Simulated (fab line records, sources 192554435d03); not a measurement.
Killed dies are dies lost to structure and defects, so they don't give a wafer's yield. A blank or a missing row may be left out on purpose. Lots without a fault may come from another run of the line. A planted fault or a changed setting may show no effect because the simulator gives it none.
Chamber matching | flow n5_finfet | N5_BEOL_M10_CURE_71 on uv_cure-01: 3 sister chambers
The step cures SiCOH lowk, time 240 s. 6 wafers are shown with their chamber, then 9 later ones without.

WAFERS WITH THEIR CHAMBER
wafer  | chamber | wafer_temp_C_max | lamp_power_pct (%)
L079.5 | 0       | 386.4            | 52.33
L079.6 | 0       | 386.4            | 52.33
L085.4 | 1       | 387.3            | 52.32
L085.5 | 1       | 388.2            | 52.31
L089.3 | 2       | 386.8            | 52.39
L089.6 | 2       | 386.4            | 52.24

WAFERS WITHOUT THEIR CHAMBER
wafer  | wafer_temp_C_max | lamp_power_pct (%)
L087.2 | 387.6            | 52.26
L087.4 | 387.5            | 52.37
L087.6 | 386.5            | 52.34
L095.1 | 386.4            | 52.20
L095.2 | 386.2            | 52.29
L095.3 | 386.1            | 52.33
L093.1 | 386.7            | 52.30
L093.2 | 386.6            | 52.36
L093.6 | 385.8            | 52.39

WHICH CHAMBER EACH WENT THROUGH
wafer  | from the rows above          | in truth
L087.2 | can't be placed: 1 or 2      | 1
L087.4 | can't be placed: 1 or 2 or 0 | 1
L087.6 | can't be placed: 0 or 2      | 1
L095.1 | can't be placed: 2 or 0 or 1 | 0
L095.2 | can't be placed: 0 or 2      | 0
L095.3 | can't be placed: 0 or 2      | 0
L093.1 | can't be placed: 2 or 0      | 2
L093.2 | can't be placed: 0 or 2      | 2
L093.6 | can't be placed: 0 or 2      | 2
Placed correctly: 0 of 9. Can't be placed from these rows: 9 (the true chamber is among the candidates in 8). Placed wrongly: 0.
How it was worked out, from the rows above alone: a wafer's distance from a chamber is the root of the sum, over the readings, of the square of ((its reading less the chamber's mean) divided by the reading's scatter). The wafer belongs to the nearest chamber; if the next one is less than 2 further off, it can't be placed. A chamber's mean is the mean of its shown wafers. The scatter: the root of (the sum of the squares of (reading less its chamber's mean) over the shown wafers, divided by (wafers less chambers)).
